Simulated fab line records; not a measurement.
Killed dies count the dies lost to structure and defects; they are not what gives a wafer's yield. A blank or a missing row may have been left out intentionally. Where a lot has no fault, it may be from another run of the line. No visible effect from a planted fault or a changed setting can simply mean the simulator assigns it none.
Split-lot study / flow n5 finfet / route with 1938 steps; 7 lots, 21 wafers read

## ON THE SPLIT
At N5_BEOL_M11_ETCH_62 (etches SOC in N2/H2, target depth 110 nm, overetch 22 nm, time 165 s), the setting time s was moved away from the recipe's 165 s on 8 of the 21 wafers read, by -10.4% to +15.8%. The other wafers ran this setting at the recipe's value.

## FROM THE SPLIT TO THE READING: what the file shows between them, 2 steps
- N5_BEOL_M11_STRIP_68: strips in N2/H2
- N5_BEOL_M11_STRIP_67: strips in CF4

## THE READING
etch.depth nm (the simulator's own value, which no gauge read), in nm, at N5_BEOL_M11_HM_OPEN_17 (chemistry Cl2/BCl3, target TiN, target depth 20 nm, overetch 6 nm). No usual value for it is given in the file. The 13 wafers here that ran the recipe average 19.98 nm, standard deviation 0.18 nm.

wafer=L077.2; tool, chamber at the split=rie diel-04, 3; time s as run, s=178.8; against the recipe=+8.4%; etch.depth nm, nm=18.49; against lot-mates on the recipe=-1.69
wafer=L077.4; tool, chamber at the split=rie diel-04, 3,0; time s as run, s=165; against the recipe=recipe; etch.depth nm, nm=20.23; against lot-mates on the recipe=-
wafer=L077.6; tool, chamber at the split=rie diel-04, 3,0; time s as run, s=165; against the recipe=recipe; etch.depth nm, nm=20.12; against lot-mates on the recipe=-
wafer=L079.4; tool, chamber at the split=rie diel-06, 3; time s as run, s=165; against the recipe=recipe; etch.depth nm, nm=19.6; against lot-mates on the recipe=-
wafer=L079.5; tool, chamber at the split=rie diel-06, 1,0; time s as run, s=165; against the recipe=recipe; etch.depth nm, nm=19.73; against lot-mates on the recipe=-
wafer=L079.6; tool, chamber at the split=rie diel-06, 1,0; time s as run, s=165; against the recipe=recipe; etch.depth nm, nm=19.76; against lot-mates on the recipe=-
wafer=L074.3; tool, chamber at the split=rie diel-02, 1,2,1; time s as run, s=165; against the recipe=recipe; etch.depth nm, nm=19.93; against lot-mates on the recipe=-
wafer=L074.4; tool, chamber at the split=rie diel-02, 1,2,1; time s as run, s=165; against the recipe=recipe; etch.depth nm, nm=19.99; against lot-mates on the recipe=-
wafer=L074.6; tool, chamber at the split=rie diel-02, 1,2,1; time s as run, s=165; against the recipe=recipe; etch.depth nm, nm=19.9; against lot-mates on the recipe=-
wafer=L082.1; tool, chamber at the split=rie diel-04, 2,3; time s as run, s=165; against the recipe=recipe; etch.depth nm, nm=20.08; against lot-mates on the recipe=-
wafer=L082.5; tool, chamber at the split=rie diel-04, 0; time s as run, s=151.4; against the recipe=-8.2%; etch.depth nm, nm=20.11; against lot-mates on the recipe=+0.01
wafer=L082.6; tool, chamber at the split=rie diel-04, 2,3; time s as run, s=165; against the recipe=recipe; etch.depth nm, nm=20.12; against lot-mates on the recipe=-
wafer=L085.3; tool, chamber at the split=rie diel-04, 1; time s as run, s=147.9; against the recipe=-10.4%; etch.depth nm, nm=20.19; against lot-mates on the recipe=no lot-mate on the recipe
wafer=L085.4; tool, chamber at the split=rie diel-04, 2; time s as run, s=147.9; against the recipe=-10.4%; etch.depth nm, nm=20.04; against lot-mates on the recipe=no lot-mate on the recipe
wafer=L085.6; tool, chamber at the split=rie diel-04, 1; time s as run, s=147.9; against the recipe=-10.4%; etch.depth nm, nm=20.14; against lot-mates on the recipe=no lot-mate on the recipe
wafer=L087.4; tool, chamber at the split=rie diel-02, 2; time s as run, s=182.3; against the recipe=+10.5%; etch.depth nm, nm=18.57; against lot-mates on the recipe=-1.56
wafer=L087.5; tool, chamber at the split=rie diel-02, 1; time s as run, s=165; against the recipe=recipe; etch.depth nm, nm=20.1; against lot-mates on the recipe=-
wafer=L087.6; tool, chamber at the split=rie diel-02, 2; time s as run, s=165; against the recipe=recipe; etch.depth nm, nm=20.16; against lot-mates on the recipe=-
wafer=L092.1; tool, chamber at the split=rie diel-04, 3; time s as run, s=191.1; against the recipe=+15.8%; etch.depth nm, nm=17.15; against lot-mates on the recipe=-2.81
wafer=L092.4; tool, chamber at the split=rie diel-04, 1; time s as run, s=191.1; against the recipe=+15.8%; etch.depth nm, nm=17.28; against lot-mates on the recipe=-2.68
wafer=L092.5; tool, chamber at the split=rie diel-04, 3; time s as run, s=165; against the recipe=recipe; etch.depth nm, nm=19.96; against lot-mates on the recipe=-
Where a row lists several chambers, the file gives one row for several wafers and doesn't say which wafer went through which chamber.

THE FIT
A straight line over all 21 wafers: etch.depth nm changes by -0.109 nm for each +1% of time s; r = -0.86; the points scatter about the line by 0.48 nm.
The same after taking each lot's own level away (the mean of its wafers on the recipe; 18 wafers): -0.149 nm for each +1%; r = -0.95; scatter 0.32 nm.
The reading moves by 2.4 nm for the largest change in time s, on that fit.
Across the lots, their own levels run from 19.697 to 20.175 nm, a range of 2.7 times the standard deviation given above.
So the lot-to-lot level changes the slope: the two fits differ.
Check: -2.34 nm against its lot-mates is what the line predicts for one of the wafers moved furthest among these (+15.8%) when that wafer is left out of the fit. Against them it came out at -2.81 nm.

## FURTHER SPLITS ON THESE WAFERS
Other splits were also applied to these wafers ahead of the reading. Each is held against what the fit with the lots' levels taken away leaves over:
other split on the same wafers=N5_BEOL_M8_ETCH_65 source w; wafers away from the commonest value=8; r with etch.depth nm (lot level and that fit taken away)=-0.24
other split on the same wafers=N5_BEOL_M8_ETCH_66 source w; wafers away from the commonest value=7; r with etch.depth nm (lot level and that fit taken away)=+0.27
other split on the same wafers=N5_BEOL_M9_EXPOSE_25 dose mj; wafers away from the commonest value=9; r with etch.depth nm (lot level and that fit taken away)=+0.45
other split on the same wafers=N5_BEOL_M10_VIA_ETCH_34 time s; wafers away from the commonest value=8; r with etch.depth nm (lot level and that fit taken away)=-0.14
other split on the same wafers=N5_BEOL_M10_TRENCH_ETCH_37 source w; wafers away from the commonest value=6; r with etch.depth nm (lot level and that fit taken away)=-0.05

## THE WHOLE CHAIN: every reading that the file lists as answering this split, in the file's order
step=N5_BEOL_M11_ETCH_62; what it does=etches SOC in N2/H2, target depth 110 nm, overetch 22 nm, time 165 s; reading=SiARC_of_BEOL_M11_COAT_60.thk nm (the simulator's own value, which no gauge read); change (the file's fit)=-0.0568 nm for each +1% of the setting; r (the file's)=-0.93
step=N5_BEOL_M11_HM_OPEN_17; what it does=chemistry Cl2/BCl3, target TiN, target depth 20 nm, overetch 6 nm; reading=etch.depth nm (the simulator's own value, which no gauge read); change (the file's fit)=-0.149 nm for each +1% of the setting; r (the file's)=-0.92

## THE FILE'S OWN FIT
etch.depth nm changes by -0.149 nm for each +1% of time s, r = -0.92.
